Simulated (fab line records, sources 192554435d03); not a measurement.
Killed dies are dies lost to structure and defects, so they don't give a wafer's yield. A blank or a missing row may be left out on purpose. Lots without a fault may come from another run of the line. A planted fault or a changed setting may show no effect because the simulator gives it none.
One fault seen from 2 desks | flow n5_finfet | each desk has only its own numbers; what lay behind them comes last

THE TOOL OWNER'S DESK: litho_track-05
The tool's own readings at N5_SD_EPI_N_PEB_07 (peb time 60 s): means of the sampled wafers that have a number, for each lot that ran on this tool. A lot is out of limits, marked OUT, if its mean lies more than 4 standard deviations from the usual mean; the brackets give that distance.
Columns: A = heater_power_total_W at N5_SD_EPI_N_PEB_07, usual 175.3 W
lot  | first seen here | A
L431 | day 3 01:08     | 176.4
L432 | day 3 07:13     | 173.8
L441 | day 5 17:29     | 187.4 (+7.1) OUT
L442 | day 5 21:14     | 180.3
L443 | day 6 05:59     | 178.0
This desk's finding: out of limits on L441; first on L441, day 5 17:29 (heater_power_total_W at N5_SD_EPI_N_PEB_07). In limits: L431, L432, L442, L443.

THE METROLOGY DESK
What the gauges read, lot by lot, whatever tool the lot ran on: means of the sampled wafers that have a number. A lot is out of limits, marked OUT, if its mean lies more than 4 standard deviations from the usual mean; the brackets give that distance. Of its 11 readings 7 are shown: the one that was out of limits first, and those that lie furthest out on some lot.
Columns: A = cd_nm at N5_SD_EPI_N_CD_MEAS_09, usual 120.0 nm; B = DIBL_P at N5_BEOL_M4_RC_MEAS_101, usual 35.8 mV/V; C = IOFF_N at N5_BEOL_M4_RC_MEAS_101, usual 0.151 nA/um; D = ION_P at N5_BEOL_M4_RC_MEAS_101, usual 462 uA/um; E = SS_N at N5_BEOL_M4_RC_MEAS_101, usual 71.4 mV/dec; F = SS_P at N5_BEOL_M4_RC_MEAS_101, usual 73.3 mV/dec; G = VT_P at N5_BEOL_M4_RC_MEAS_101, usual -251 mV
lot  | first seen here | A                | B    | C     | D   | E    | F    | G
L431 | day 3 01:12     | 120.5            | 36.2 | 0.167 | 454 | 71.5 | 73.7 | -252
L432 | day 3 07:17     | 120.5            | 36.5 | 0.158 | 467 | 71.1 | 73.3 | -250
L433 | day 3 12:47     | 120.1            | 38.8 | 0.195 | 465 | 72.4 | 74.2 | -248
L441 | day 5 17:34     | 116.3 (-6.6) OUT | 34.6 | 0.148 | 468 | 70.8 | 73.2 | -248
L442 | day 5 21:19     | 118.4            | 36.7 | 0.144 | 456 | 71.5 | 73.5 | -256
L443 | day 6 06:02     | 119.1            | 36.4 | 0.169 | 465 | 71.9 | 74.0 | -250
L450 | day 7 19:05     | 119.4            | 35.0 | 0.147 | 465 | 71.4 | 73.4 | -248
L451 | day 8 05:15     | 120.0            | 36.6 | 0.145 | 466 | 71.6 | 73.5 | -248
L452 | day 8 08:03     | 119.3            | 36.4 | 0.162 | 470 | 71.1 | 74.0 | -249
This desk's finding: out of limits on L441; first on L441, day 5 17:34 (cd_nm at N5_SD_EPI_N_CD_MEAS_09). In limits: L431, L432, L433, L442, L443, L450, L451, L452.

PUT TOGETHER
The tool owner's desk could have raised an alarm at day 5 17:29, on L441.
The metrology desk could have raised an alarm at day 5 17:34, on L441.
Of the lots named, all ran N5_SD_EPI_N_PEB_07 on litho_track-05.

WHAT THE SIMULATOR HAD PUT IN
Process parameter drift: litho_track-05, from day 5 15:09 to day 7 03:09, at N5_SD_EPI_N_PEB_07. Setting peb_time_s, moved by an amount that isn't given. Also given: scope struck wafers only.
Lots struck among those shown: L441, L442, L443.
Hours from the fault's start to each desk's first reading out of limits: the tool owner's desk, 2; the metrology desk, 2.
